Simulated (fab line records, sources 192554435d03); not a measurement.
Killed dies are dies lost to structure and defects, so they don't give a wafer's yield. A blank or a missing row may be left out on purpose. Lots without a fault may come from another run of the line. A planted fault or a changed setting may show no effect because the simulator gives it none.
Chamber matching | flow n5_finfet | N5_BEOL_M1_ILD_DEP_00 on pecvd-01: 3 sister chambers
The step deposits SiOC from DEMS/O2, target thk 79 nm, time 15.3 s. 3 wafers are shown with their chamber, then 7 later ones without.

WAFERS WITH THEIR CHAMBER
wafer  | chamber | throttle_valve_pct (%)
L079.6 | 2       | 11.3
L087.1 | 1       | 12.4
L087.2 | 0       | 13.6

WAFERS WITHOUT THEIR CHAMBER
wafer  | throttle_valve_pct (%)
L087.3 | 11.2
L093.2 | 11.5
L093.3 | 13.4
L093.6 | 12.5
L086.3 | 13.6
L086.4 | 12.5
L086.5 | 13.7

WHICH CHAMBER EACH WENT THROUGH
wafer  | from the rows above | in truth
L087.3 | 2                   | 2
L093.2 | 2                   | 2
L093.3 | 0                   | 0
L093.6 | 1                   | 1
L086.3 | 0                   | 0
L086.4 | 1                   | 1
L086.5 | 0                   | 0
Placed correctly: 7 of 7. Can't be placed from these rows: 0. Placed wrongly: 0.
How it was worked out, from the rows above alone: a wafer's distance from a chamber is the root of the sum, over the readings, of the square of ((its reading less the chamber's mean) divided by the reading's scatter). The wafer belongs to the nearest chamber; if the next one is less than 2 further off, it can't be placed. A chamber's mean is the mean of its shown wafers. The scatter: with one shown wafer a chamber, the root of the mean of the squares of how far each hidden wafer lies from its nearest shown one.
